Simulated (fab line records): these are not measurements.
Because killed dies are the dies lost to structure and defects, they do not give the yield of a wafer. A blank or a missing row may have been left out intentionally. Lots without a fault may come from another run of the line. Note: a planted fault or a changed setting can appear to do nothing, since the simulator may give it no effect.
Which of the tools did it? | flow n5_finfet | 24 lots with 72 wafers sampled at 5 steps, on a route of 1938 steps

== WHAT EACH GAUGE READ, for each wafer ==
N5_BEOL_M13_OVL_MEAS_11.
lot  | measured     | on         | V12_OVL (nm)
L074 | day 11 02:21 | overlay-01 | 1 0 3
L076 | day 11 02:46 | overlay-01 | -7 0 2
L075 | day 11 14:53 | overlay-02 | -3 -2 9
L077 | day 11 18:34 | overlay-02 | -2 -3 2
L078 | day 12 00:37 | overlay-01 | -2 5 -6
L079 | day 12 08:26 | overlay-01 | 10 0 -2
L081 | day 12 20:17 | overlay-01 | 5 17 3
L080 | day 13 12:16 | overlay-02 | -4 1 1
L082 | day 13 02:18 | overlay-01 | -5 -3 1
L083 | day 13 08:35 | overlay-01 | 0 -2 0
L084 | day 13 18:37 | overlay-02 | 1 1 5
L085 | day 13 20:23 | overlay-02 | 3 0 6
L086 | day 14 02:47 | overlay-02 | 0 6 -3
L087 | day 14 03:25 | overlay-02 | 2 -3 -2
L088 | day 14 13:28 | overlay-02 | 7 6 0
L090 | day 14 21:02 | overlay-02 | -7 -5 -7
L089 | day 15 04:26 | overlay-02 | 3 6 -7
L092 | day 15 16:35 | overlay-01 | 7 8 12
L093 | day 16 01:29 | overlay-02 | -6 -1 -2
L095 | day 16 02:47 | overlay-02 | -1 -2 -3
L091 | day 16 04:43 | overlay-01 | 0 5 2
L094 | day 16 12:56 | overlay-01 | 0 -2 -4
L096 | day 17 03:52 | overlay-02 | -4 3 -1
L097 | day 17 03:43 | overlay-02 | -8 -3 6

N5_BEOL_M13_INSPECT_30: inspects for defects (macro).
lot  | measured     | on                | raw_defect_count
L074 | day 11 03:28 | defect_inspect-01 | 3 1 4
L076 | day 11 03:56 | defect_inspect-02 | 1 3 1
L075 | day 11 15:51 | defect_inspect-01 | 2 4 0
L077 | day 11 19:32 | defect_inspect-01 | 0 1 3
L078 | day 12 01:52 | defect_inspect-02 | 5 2 3
L079 | day 12 09:24 | defect_inspect-01 | 2 3 1
L081 | day 12 21:15 | defect_inspect-01 | 2 2 1
L080 | day 13 13:22 | defect_inspect-02 | 0 3 1
L082 | day 13 03:24 | defect_inspect-02 | 1 2 4
L083 | day 13 09:41 | defect_inspect-01 | 3 3 3
L084 | day 13 19:35 | defect_inspect-02 | 2 1 1
L085 | day 13 21:28 | defect_inspect-01 | 1 3 1
L086 | day 14 03:53 | defect_inspect-01 | 3 2 1
L087 | day 14 04:30 | defect_inspect-02 | 3 1 2
L088 | day 14 15:04 | defect_inspect-01 | 2 3 3
L090 | day 14 22:00 | defect_inspect-01 | 4 2 1
L089 | day 15 05:25 | defect_inspect-01 | 2 0 0
L092 | day 15 17:41 | defect_inspect-02 | 0 1 1
L093 | day 16 02:27 | defect_inspect-01 | 1 2 3
L095 | day 16 03:49 | defect_inspect-01 | 5 2 1
L091 | day 16 05:48 | defect_inspect-01 | 1 4 0
L094 | day 16 13:55 | defect_inspect-01 | 0 0 0
L096 | day 17 04:58 | defect_inspect-02 | 1 5 1
L097 | day 17 04:41 | defect_inspect-02 | 1 0 4

== WHAT TOOL EACH LOT RAN ON (gives the tool, then ch and the chambers of the sampled wafers, and finally the start) ==
lot  | N5_BEOL_M12_SPUTTER_45       | N5_BEOL_M12_ANNEAL_48            | N5_BEOL_M13_ETCH_59
L074 | pvd_sputter-03, day 11 00:19 | rtp_anneal-01 ch 0, day 11 01:05 | rie_diel-06 ch 0,1,2, day 11 02:26
L076 | pvd_sputter-03, day 11 00:38 | rtp_anneal-02 ch 0, day 11 01:29 | rie_diel-05 ch 0,1,3, day 11 03:03
L075 | pvd_sputter-03, day 11 13:20 | rtp_anneal-02 ch 0, day 11 13:35 | rie_diel-04 ch 0,1,3, day 11 14:58
L077 | pvd_sputter-02, day 11 17:02 | rtp_anneal-01 ch 0, day 11 17:21 | rie_diel-04 ch 0,1, day 11 18:40
L078 | pvd_sputter-01, day 11 22:17 | rtp_anneal-01 ch 0, day 11 23:03 | rie_diel-06 ch 1,2, day 12 00:52
L079 | pvd_sputter-02, day 12 06:40 | rtp_anneal-02 ch 0, day 12 07:04 | rie_diel-05 ch 1,3, day 12 08:31
L081 | pvd_sputter-01, day 12 18:38 | rtp_anneal-01 ch 0, day 12 19:02 | rie_diel-04 ch 1,2,3, day 12 20:24
L080 | pvd_sputter-01, day 13 00:03 | rtp_anneal-02 ch 0, day 13 00:25 | rie_diel-04 ch 0,1,3, day 13 12:22
L082 | pvd_sputter-01, day 13 00:39 | rtp_anneal-02 ch 0, day 13 00:55 | rie_diel-05 ch 0,2,3, day 13 02:23
L083 | pvd_sputter-01, day 13 06:56 | rtp_anneal-02 ch 0, day 13 07:14 | rie_diel-05 ch 1,2, day 13 08:41
L084 | pvd_sputter-02, day 13 17:06 | rtp_anneal-02 ch 0, day 13 17:22 | rie_diel-04 ch 0,1,2, day 13 18:43
L085 | pvd_sputter-01, day 13 18:05 | rtp_anneal-01 ch 0, day 13 18:59 | rie_diel-06 ch 0,1,3, day 13 20:28
L086 | pvd_sputter-03, day 14 01:13 | rtp_anneal-01 ch 0, day 14 01:31 | rie_diel-04 ch 0,2,3, day 14 02:53
L087 | pvd_sputter-01, day 14 01:29 | rtp_anneal-02 ch 0, day 14 01:50 | rie_diel-04 ch 0,1,3, day 14 03:30
L088 | pvd_sputter-03, day 14 11:24 | rtp_anneal-02 ch 0, day 14 12:04 | rie_diel-05 ch 1,3, day 14 14:03
L090 | pvd_sputter-03, day 14 19:04 | rtp_anneal-01 ch 0, day 14 19:38 | rie_diel-04 ch 1,2,3, day 14 21:08
L089 | pvd_sputter-02, day 15 02:17 | rtp_anneal-02 ch 0, day 15 03:01 | rie_diel-05 ch 0,2,3, day 15 04:32
L092 | pvd_sputter-01, day 15 14:53 | rtp_anneal-02 ch 0, day 15 15:19 | rie_diel-04 ch 2,3, day 15 16:41
L093 | pvd_sputter-03, day 15 23:57 | rtp_anneal-02 ch 0, day 16 00:15 | rie_diel-06 ch 1,2,3, day 16 01:35
L095 | pvd_sputter-03, day 16 00:49 | rtp_anneal-01 ch 0, day 16 01:29 | rie_diel-05 ch 1,2, day 16 02:57
L091 | pvd_sputter-03, day 16 03:07 | rtp_anneal-01 ch 0, day 16 03:22 | rie_diel-06 ch 0,1,3, day 16 04:48
L094 | pvd_sputter-01, day 16 10:02 | rtp_anneal-01 ch 0, day 16 10:23 | rie_diel-04 ch 0,2,3, day 16 13:02
L096 | pvd_sputter-01, day 17 02:02 | rtp_anneal-01 ch 0, day 17 02:18 | rie_diel-06 ch 1,2, day 17 03:58
L097 | pvd_sputter-03, day 17 02:04 | rtp_anneal-02 ch 0, day 17 02:28 | rie_diel-05 ch 1,2,3, day 17 03:49
- N5_BEOL_M12_SPUTTER_45: material Cu, target thk 80 nm, time 13.33 s.
- N5_BEOL_M12_ANNEAL_48: time 90 s.
- N5_BEOL_M13_ETCH_59: etches BARC in N2/H2, target depth 89 nm, overetch 26.7 nm, time 67.9 s.

== AS READ BY THE TOOLS THEMSELVES (means over the sampled wafers that have a number; for cases with no such wafer, the mark the record gives instead) ==
N5_BEOL_M12_SPUTTER_45.
lot  | tool           | susceptor_temp_C (C) | throttle_valve_pct (%)
L074 | pvd_sputter-03 | -20.03               | 30.6
L076 | pvd_sputter-03 | -19.97               | 30.6
L075 | pvd_sputter-03 | -20.05               | 30.8
L077 | pvd_sputter-02 | -20.00               | 30.4
L078 | pvd_sputter-01 | -20.08               | 29.3
L079 | pvd_sputter-02 | -20.04               | 30.6
L081 | pvd_sputter-01 | -19.92               | 29.5
L080 | pvd_sputter-01 | -20.05               | 29.7
L082 | pvd_sputter-01 | -19.99               | 29.0
L083 | pvd_sputter-01 | -20.11               | 29.6
L084 | pvd_sputter-02 | -20.04               | 30.7
L085 | pvd_sputter-01 | -20.00               | 30.2
L086 | pvd_sputter-03 | -20.16               | 30.2
L087 | pvd_sputter-01 | -20.02               | 29.9
L088 | pvd_sputter-03 | -19.98               | 30.8
L090 | pvd_sputter-03 | -19.98               | 30.5
L089 | pvd_sputter-02 | -20.01               | 29.8
L092 | pvd_sputter-01 | -19.96               | 29.7
L093 | pvd_sputter-03 | -20.12               | 30.5
L095 | pvd_sputter-03 | -20.04               | 30.9
L091 | pvd_sputter-03 | -19.91               | 30.1
L094 | pvd_sputter-01 | -19.85               | 29.2
L096 | pvd_sputter-01 | -19.86               | 30.3
L097 | pvd_sputter-03 | -19.97               | 30.9

N5_BEOL_M12_ANNEAL_48.
lot  | tool          | wafer_temp_C_max
L074 | rtp_anneal-01 | 225.6
L076 | rtp_anneal-02 | 226.4
L075 | rtp_anneal-02 | 226.6
L077 | rtp_anneal-01 | 225.8
L078 | rtp_anneal-01 | 225.6
L079 | rtp_anneal-02 | 226.4
L081 | rtp_anneal-01 | 225.6
L080 | rtp_anneal-02 | 226.6
L082 | rtp_anneal-02 | 226.2
L083 | rtp_anneal-02 | 226.2
L084 | rtp_anneal-02 | 226.3
L085 | rtp_anneal-01 | 225.8
L086 | rtp_anneal-01 | 225.7
L087 | rtp_anneal-02 | 226.5
L088 | rtp_anneal-02 | 226.2
L090 | rtp_anneal-01 | 225.7
L089 | rtp_anneal-02 | 226.2
L092 | rtp_anneal-02 | 226.3
L093 | rtp_anneal-02 | 226.2
L095 | rtp_anneal-01 | 225.7
L091 | rtp_anneal-01 | 225.9
L094 | rtp_anneal-01 | 225.7
L096 | rtp_anneal-01 | 225.5
L097 | rtp_anneal-02 | 226.4

N5_BEOL_M13_ETCH_59.
lot  | tool        | bias_w (W) | drypump_motor_current_A (A) | oes_product_au (a.u.) | rf_vpp_V (V) | showerhead_plenum_p_Torr (Torr) | throttle_valve_pct (%)
L074 | rie_diel-06 | 149.7      | 5.6                         | 0.66                  | 523.4        | 2.55                            | 18.11
L076 | rie_diel-05 | 149.6      | 5.5                         | 0.63                  | 523.7        | 2.54                            | 17.97
L075 | rie_diel-04 | 149.9      | 5.3                         | 0.71                  | 522.3        | 2.49                            | 17.83
L077 | rie_diel-04 | 150.0      | 5.5                         | 0.70                  | 522.1        | 2.49                            | 18.06
L078 | rie_diel-06 | 150.3      | 5.9                         | 0.67                  | 523.0        | 2.52                            | 18.03
L079 | rie_diel-05 | 150.2      | 5.7                         | 0.61                  | 524.7        | 2.59                            | 17.91
L081 | rie_diel-04 | 149.7      | 5.1                         | 0.70                  | 524.1        | 2.52                            | 17.83
L080 | rie_diel-04 | 150.1      | 5.3                         | 0.69                  | 522.2        | 2.49                            | 17.85
L082 | rie_diel-05 | 150.0      | 5.6                         | 0.64                  | 523.7        | 2.54                            | 17.99
L083 | rie_diel-05 | 150.2      | 5.8                         | 0.68                  | 524.3        | 2.55                            | 17.78
L084 | rie_diel-04 | 150.0      | 5.4                         | 0.68                  | 522.6        | 2.52                            | 18.07
L085 | rie_diel-06 | 149.8      | 5.4                         | 0.75                  | 524.1        | 2.56                            | 17.86
L086 | rie_diel-04 | 150.1      | 5.2                         | 0.73                  | 523.1        | 2.51                            | 17.80
L087 | rie_diel-04 | 149.6      | 5.3                         | 0.69                  | 522.6        | 2.48                            | 17.86
L088 | rie_diel-05 | 150.4      | 5.8                         | 0.73                  | 524.9        | 2.56                            | 17.70
L090 | rie_diel-04 | 150.2      | 5.1                         | 0.69                  | 523.2        | 2.51                            | 17.85
L089 | rie_diel-05 | 150.0      | 5.6                         | 0.71                  | 523.5        | 2.53                            | 17.85
L092 | rie_diel-04 | 150.6      | 5.1                         | 0.71                  | 524.6        | 2.53                            | 17.80
L093 | rie_diel-06 | 150.0      | 5.6                         | 0.67                  | 523.3        | 2.53                            | 17.90
L095 | rie_diel-05 | 149.8      | 5.8                         | 0.67                  | 524.6        | 2.55                            | 17.81
L091 | rie_diel-06 | 150.0      | 5.4                         | 0.72                  | 524.5        | 2.55                            | 17.89
L094 | rie_diel-04 | 150.0      | 5.2                         | 0.71                  | 522.3        | 2.50                            | 17.82
L096 | rie_diel-06 | 150.1      | 5.8                         | 0.64                  | 522.9        | 2.51                            | 18.09
L097 | rie_diel-05 | 150.1      | 5.8                         | 0.70                  | 525.1        | 2.56                            | 17.74

== THE ANSWER, worked out from the rows above alone ==
Rule: the usual values come from the lots themselves. The widest of any qualifying gaps counts: lots, ordered by their means at a reading, are off when they make up no more than a third of the lots, leave a main group of 4 or more, and stand apart from it by 3 or more times the standard deviation of that group's means. Not used: any main group whose means are identical at the precision the tables above print for the reading. A lot without any number at a reading at which 4 lots or more have one is off too. Any other lot the step has rows for is counted as sound. After the gauges, taken in route order, come the tools' own readings; for these a lot's mean is taken, as printed above. The first step at which some lot is off is used, and at that step the reading that is off furthest; a lot without a number counts as furthest.
No lot is off at any reading shown: from this, nothing can be told.

== WHAT THE SIMULATOR PUT IN ==
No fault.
